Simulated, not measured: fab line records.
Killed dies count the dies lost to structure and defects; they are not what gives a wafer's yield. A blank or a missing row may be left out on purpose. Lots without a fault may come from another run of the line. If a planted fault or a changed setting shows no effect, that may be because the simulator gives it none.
A lot that was struck, set against a sound lot ; flow n5-finfet ; 16 out of 1938 route steps
Sound: the wafers L216.1, L216.4, L216.5. Struck: wafer L213.6. (L213.1, L213.2 of the same lot were not struck and are left out.) The cause comes at the end.
Each step with rows lists, per side, the tool, then ch with its chambers, then its first start. Under that, the readings that differ: sound wafers ; struck wafers ; difference of the means ; sigmas: that difference in standard deviations of wafers without a fault.
alike: readings whose means differ by less than 2 such deviations, and words and numbers that are the same on both sides. not compared: withheld readings, readings that some wafer has no value for, bounds like >300 that may hide the same value, and numbers for which the record gives no deviation and whose values overlap.
A row with sigmas, a row that says differs or no value, or rows on one side alone: a step with any of these is where the two part. Non-overlapping numbers with no deviation appear without sigmas and do not part them. A reading that every wafer of one side lacks parts them only if that side has two wafers or more.

first, 4 steps without rows for these wafers: N5_BEOL_M6_HM_STRIP_39 (strips TiN in peroxide tin strip, target depth 25 nm, time 158 s); N5_BEOL_M6_SRD_40 (time 30 s); N5_BEOL_M6_PRECLEAN_42 (cleans in residue remover, time 60 s); N5_BEOL_M6_SRD_43 (time 30 s).
N5_BEOL_M6_CD_MEAS_35: target cd 40 nm, target cd y 28 nm.
  sound on cd-sem-01 at day 15 01:28; struck on cd-sem-02 at day 14 17:23
  alike: cd-nm
N5_BEOL_M6_CURE_75: cures SiCOH lowk, time 120 s.
  sound on uv-cure-03 ch 1, day 15 01:31; struck on uv-cure-01 ch 0, day 14 17:26
  alike: lamp-power-pct, wafer_temp_C_max
N5_BEOL_M6_DEGAS_44: time 60 s.
  sound on pvd-sputter-03 at day 15 02:01; struck on pvd-sputter-03 at day 14 18:25
  alike: heater-power-w
N5_BEOL_M6_PRE_CLEAN_45: time 30 s.
  sound on pvd-sputter-03 at day 15 02:04; struck on pvd-sputter-03 at day 14 18:28
  alike: heater-power-w
then, 1 step without rows for these wafers: N5_BEOL_M6_ALD_77 (deposits TaN, target thk 2 nm, pulse time 2 s, purge time 3 s).
N5_BEOL_M6_SURFACE_TREAT_79:
  sound on pvd-sputter-03 at day 15 02:36; struck on pvd-sputter-03 at day 14 18:52
  not compared: throttle-valve-pct
then, 1 step without rows for these wafers: N5_BEOL_M6_CVD_78 (deposits Co from CCTBA/H2, target thk 2 nm, time 142.3 s).
N5_BEOL_M6_SPUTTER_48: material Cu, target thk 10 nm, time 1.667 s.
  sound on pvd-sputter-03 at day 15 03:06; struck on pvd-sputter-03 at day 14 19:05
  alike: throttle-valve-pct
N5_BEOL_M6_ECD_50: material Cu, target thk 300 nm.
  sound on ecd-cu-01 ch 0,1, day 15 03:13; struck on ecd-cu-02 ch 1, day 14 19:11
reading;sound;struck;difference;sigmas
model.Cu_of_BEOL_M6_ECD_50.thk-nm (nm);303.2 305.6 297;552.6;+250.7;
then, 1 step without rows for these wafers: N5_BEOL_M6_ANNEAL_51 (time 90 s).
N5_BEOL_M6_CMP_52: polishes, stops on SiCOH lowk, t overpolish 6.9 s, target thk 80 nm.
  sound on cmp-01 ch 0,2,3, day 15 03:37; struck on cmp-04 ch 0, day 14 19:36
reading;sound;struck;difference;sigmas
time-to-endpoint-s (s);65 56 55;122;+63;+20
  alike: clearing-platen-rpm, motor-current-A
N5_BEOL_M6_THK_MEAS_53: measures by xrf.
  sound on film-metro-01 at day 15 03:55; struck on film-metro-01 at day 14 19:53
  alike: M6_THK

== WHERE THEY PART ==
At N5_BEOL_M6_CMP_52 and nowhere else, as far as this record goes. Later steps at which nothing parts them and some readings are alike: N5_BEOL_M6_THK_MEAS_53.

WHY: whatever the simulator had introduced
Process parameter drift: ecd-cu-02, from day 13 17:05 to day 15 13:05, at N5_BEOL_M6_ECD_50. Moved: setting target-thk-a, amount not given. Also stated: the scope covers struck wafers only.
